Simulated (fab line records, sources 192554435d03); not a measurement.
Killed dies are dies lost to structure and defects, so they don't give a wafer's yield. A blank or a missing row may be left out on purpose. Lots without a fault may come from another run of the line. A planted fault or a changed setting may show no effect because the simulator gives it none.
Split-lot experiment | flow n5_finfet | 7 lots, 39 wafers read, on a route of 1938 steps

THE SPLIT
At N5_BEOL_M10_DEVELOP_27 (develop time 30 s), the setting develop_time_s was moved away from the recipe's 30 s on 15 of the 39 wafers read, by -52.7% to +55.1%. The other wafers ran this setting at the recipe's value.

The file shows no step between the split and the reading.

THE READING
cd_nm, in nm, at N5_BEOL_M10_CD_MEAS_28 (target cd 70 nm). Fault-free wafers of this fab line usually give 70.0 nm, standard deviation 1 nm.

wafer  | tool, chamber at the split | develop_time_s as run, s | against the recipe | cd_nm, nm | against lot-mates on the recipe
L076.1 | litho_track-03, 0          | 15.61                    | -48.0%             | 64.6      | -5.3
L076.2 | litho_track-03, 0          | 15.61                    | -48.0%             | 66.2      | -3.7
L076.3 | litho_track-03, 0          | 30                       | recipe             | 71.0      | -
L076.4 | litho_track-03, 0          | 30                       | recipe             | 69.3      | -
L076.5 | litho_track-03, 0          | 15.61                    | -48.0%             | 65.7      | -4.2
L076.6 | litho_track-03, 0          | 30                       | recipe             | 69.5      | -
L078.1 | litho_track-02, 0          | 25.33                    | -15.6%             | 67.6      | -1.6
L078.2 | litho_track-02, 0          | 30                       | recipe             | 69.7      | -
L078.3 | litho_track-02, 0          | 30                       | recipe             | 68.7      | -
L078.4 | litho_track-02, 0          | 25.33                    | -15.6%             | 67.0      | -2.2
L078.5 | litho_track-02, 0          | 25.33                    | -15.6%             | 67.9      | -1.3
L078.6 | litho_track-02, 0          | 30                       | recipe             | 69.2      | -
L081.1 | litho_track-04, 0          | 30                       | recipe             | 70.6      | -
L081.2 | litho_track-04, 0          | 19.29                    | -35.7%             | 66.6      | -4.6
L081.3 | litho_track-04, 0          | 19.29                    | -35.7%             | 67.8      | -3.4
L081.4 | litho_track-04, 0          | 19.29                    | -35.7%             | 68.5      | -2.7
L081.5 | litho_track-04, 0          | 30                       | recipe             | 71.2      | -
L081.6 | litho_track-04, 0          | 30                       | recipe             | 71.7      | -
L074.1 | litho_track-03, 0          | 30                       | recipe             | 68.9      | -
L074.2 | litho_track-03, 0          | 46.53                    | +55.1%             | 72.3      | +3.2
L074.3 | litho_track-03, 0          | 30                       | recipe             | 70.0      | -
L074.4 | litho_track-03, 0          | 46.53                    | +55.1%             | 72.0      | +2.9
L074.5 | litho_track-03, 0          | 46.53                    | +55.1%             | 71.9      | +2.8
L074.6 | litho_track-03, 0          | 30                       | recipe             | 68.5      | -
L084.1 | litho_track-02, 0          | 30                       | recipe             | 70.9      | -
L084.2 | litho_track-02, 0          | 30                       | recipe             | 70.2      | -
L084.3 | litho_track-02, 0          | 30                       | recipe             | 69.7      | -
L084.4 | litho_track-02, 0          | 30                       | recipe             | 71.0      | -
L084.5 | litho_track-02, 0          | 30                       | recipe             | 70.2      | -
L084.6 | litho_track-02, 0          | 30                       | recipe             | 71.3      | -
L083.1 | litho_track-04, 0          | 30                       | recipe             | 71.6      | -
L083.2 | litho_track-04, 0          | 14.18                    | -52.7%             | 66.4      | -4.9
L083.3 | litho_track-04, 0          | 30                       | recipe             | 71.2      | -
L083.4 | litho_track-04, 0          | 14.18                    | -52.7%             | 64.6      | -6.7
L083.5 | litho_track-04, 0          | 30                       | recipe             | 71.1      | -
L083.6 | litho_track-04, 0          | 14.18                    | -52.7%             | 66.2      | -5.1
L092.1 | litho_track-04, 0          | 30                       | recipe             | 71.0      | -
L092.4 | litho_track-04, 0          | 30                       | recipe             | 71.4      | -
L092.5 | litho_track-04, 0          | 30                       | recipe             | 70.1      | -

THE FIT
A straight line over all 39 wafers: cd_nm changes by +0.0686 nm for each +1% of develop_time_s; r = +0.85; the points scatter about the line by 1.2 nm.
The same after taking each lot's own level away (the mean of its wafers on the recipe; 39 wafers): +0.0818 nm for each +1%; r = +0.94; scatter 0.78 nm.
On that fit, the largest move of develop_time_s shifts the reading by 4.5 nm.
The lots' own levels span 69.13 to 71.30 nm, that is 2.2 times the standard deviation above.
So the lot-to-lot level changes the slope: the two fits differ.
Check: with one of the wafers moved furthest among these (+55.1%) left out of the fit, the line predicts +4.38 nm for it against its lot-mates. It came out at +3.17 nm against them.

OTHER SPLITS ON THESE WAFERS
These wafers also went through other splits before the reading. Each is held against what the fit with the lots' levels taken away leaves over:
other split on the same wafers | wafers away from the commonest value | r with cd_nm (lot level and that fit taken away)
N5_BEOL_M1_DEP_57 target_thk_a | 15                                   | -0.39
N5_BEOL_M4_ILD_DEP_00 time_s   | 15                                   | +0.12
N5_BEOL_M5_ALD_86 ald_cycles   | 15                                   | -0.04

THE FILE'S OWN FIT
cd_nm changes by +0.085 nm for each +1% of develop_time_s, r = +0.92.
